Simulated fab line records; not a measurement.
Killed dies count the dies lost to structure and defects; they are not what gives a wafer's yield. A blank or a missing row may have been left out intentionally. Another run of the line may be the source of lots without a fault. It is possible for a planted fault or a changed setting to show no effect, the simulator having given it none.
Comparing a struck lot with a sound one | flow n5-finfet | 26 out of 1938 route steps
Sound: wafers L134.1, L134.2, L134.5. The struck wafers were L133.1, L133.4, L133.5. The cause is given at the end.
At each step with rows: each side's tool, then ch and its chambers, then its first start. Under that, the readings that differ: sound wafers | struck wafers | difference of the means | sigmas: that difference in standard deviations of wafers without a fault.
alike: same words and numbers on both sides, and readings whose means sit less than 2 such deviations apart. not compared: any withheld reading, any reading some wafer has no value for, any bound like >300 that may hide the same value, and any number with overlapping values for which the record gives no deviation.
Wherever a step has rows on one side only, a row that says differs or no value, or a row with sigmas, the two part there. Non-overlapping numbers with no deviation appear without sigmas and do not part them. Lack of a reading on every wafer of one side parts them only where that side has two or more wafers.

first, 3 steps without rows for these wafers: N5_STI_FIN_REVEAL_ALD_14 (deposits Si3N4, target thk 3 nm); N5_STI_FIN_REVEAL_FCVD_FILL_01 (material SiO2 flowable, target thk 312 nm, time 512.2 s); N5_STI_FIN_REVEAL_DENSIFY_02 (time 1800 s).
N5_STI_FIN_REVEAL_CMP_04: polishes, stops on Si3N4, t overpolish 4 s, target thk 131.83 nm.
  sound on cmp-02 ch 1,3, day 6 04:46; struck on cmp-03 ch 0,1, day 5 22:38
  reading                | sound       | struck    | difference | sigmas
  time-to-endpoint-s (s) | 116 113 114 | 100 94 98 | -17        | -3
  alike: motor-current-A, overpolish-run-s
N5_STI_FIN_REVEAL_THK_MEAS_05:
  sound on film-metro-01, day 6 05:01; struck on film-metro-01, day 5 22:56
  alike: thk-nm
N5_STI_FIN_REVEAL_DENSIFY_30:
  sound on rtp-anneal-02 ch 0, day 6 05:03; struck on rtp-anneal-02 ch 0, day 5 22:57
  alike: lamp-power-pct, lamp_zone_4_pct, lamp_zone_6_pct
  not compared: wafer_temp_C_max
N5_STI_FIN_REVEAL_ETCHBACK_08: etches SiO2 in C4F6/O2, target depth 30.5 nm, time 10.167 s.
  sound on rie-diel-03 ch 0,2,3, day 6 05:18; struck on rie-diel-06 ch 2,3, day 5 23:10
  alike: drypump-motor-current-A, oes_o_777_au, oes-product-au, rf-vpp-V, showerhead-plenum-p-Torr, throttle-valve-pct
  not compared: rf-hours-counter-h
N5_STI_FIN_REVEAL_STRIP_24: strips in N2/H2, time 90 s.
  sound on rie-diel-03 ch 0,2,3, day 6 05:20; struck on rie-diel-06 ch 2,3, day 5 23:12
  alike: drypump-motor-current-A, oes-product-au, rf-vpp-V, showerhead-plenum-p-Torr, throttle-valve-pct
  not compared: rf-hours-counter-h
then, 4 steps without rows for these wafers: N5_STI_FIN_REVEAL_PRECLEAN_25 (cleans in SPM, time 90 s); N5_STI_FIN_REVEAL_PRECLEAN_26 (cleans in SC1, time 45 s); N5_STI_FIN_REVEAL_PRECLEAN_29 (cleans in DHF, time 30 s); N5_STI_FIN_REVEAL_SRD_12 (time 30 s).
N5_STI_FIN_REVEAL_RECESS_09: chemistry HF/NH3, target SiO2, afs cycles 11, target depth 42.5 nm, sublimation time 60 s.
  sound on vapor-etch-01 ch 0,1, day 6 05:34; struck on vapor-etch-02 ch 1, day 5 23:25
  alike: drypump-motor-current-A
then, 3 steps without rows for these wafers: N5_STI_FIN_REVEAL_STRIP_16 (strips SiNx in H3PO4, target depth 23.8 nm); N5_STI_FIN_REVEAL_PRECLEAN_17 (cleans in NF3:NH3, afs cycles 1, time 20 s, sublimation time 60 s); N5_STI_FIN_REVEAL_ETCH_34 (etches Si in H2, material Si, target depth 0.97 nm).
N5_STI_FIN_REVEAL_OXIDATION_31: chemistry O2 PLASMA REMOTE, time 20 s.
  sound on plasma-asher-01 ch 0,1, day 6 07:43; struck on plasma-asher-01 ch 0, day 6 01:36
  alike: drypump-motor-current-A, heater-power-w, o2-flow-sccm, temp-c-max
  not compared: rf-hours-counter-h
then, 6 steps without rows for these wafers: N5_STI_FIN_REVEAL_PRECLEAN_32 (cleans in NF3:NH3, afs cycles 1, time 20 s, sublimation time 60 s); N5_STI_FIN_REVEAL_STRIP_35 (strips Si3N4 in H3PO4, target depth 4 nm, time 39 s); N5_STI_FIN_REVEAL_SRD_21 (time 30 s); N5_STI_FIN_REVEAL_OXIDATION_33 (chemistry O2 PLASMA REMOTE, time 20 s); N5_STI_FIN_REVEAL_CLEAN_19 (cleans in O3/DIW, time 120 s); N5_STI_FIN_REVEAL_SRD_23 (time 30 s).
N5_STI_FIN_REVEAL_CD_MEAS_22: target cd 6.238 nm, pitch 28 nm.
  sound on cd-sem-01, day 6 08:15; struck on cd-sem-02, day 6 02:07
  alike: cd-nm
N5_STI_FIN_REVEAL_FIN_H_MEAS_10:
  sound on ocd-02, day 6 08:17; struck on ocd-02, day 6 02:09
  reading              | sound          | struck         | difference | sigmas
  trench-depth-nm (nm) | 50.5 51.2 52.1 | 46.6 46.5 45.9 | -4.9       | -6
then, 1 step without rows for these wafers: N5_STI_FIN_REVEAL_PRECLEAN_18 (cleans in SC2, time 45 s).

== WHERE THEY PART ==
At N5_STI_FIN_REVEAL_CMP_04 first; at N5_STI_FIN_REVEAL_FIN_H_MEAS_10 last (within this record only).

WHY: whatever the simulator had introduced
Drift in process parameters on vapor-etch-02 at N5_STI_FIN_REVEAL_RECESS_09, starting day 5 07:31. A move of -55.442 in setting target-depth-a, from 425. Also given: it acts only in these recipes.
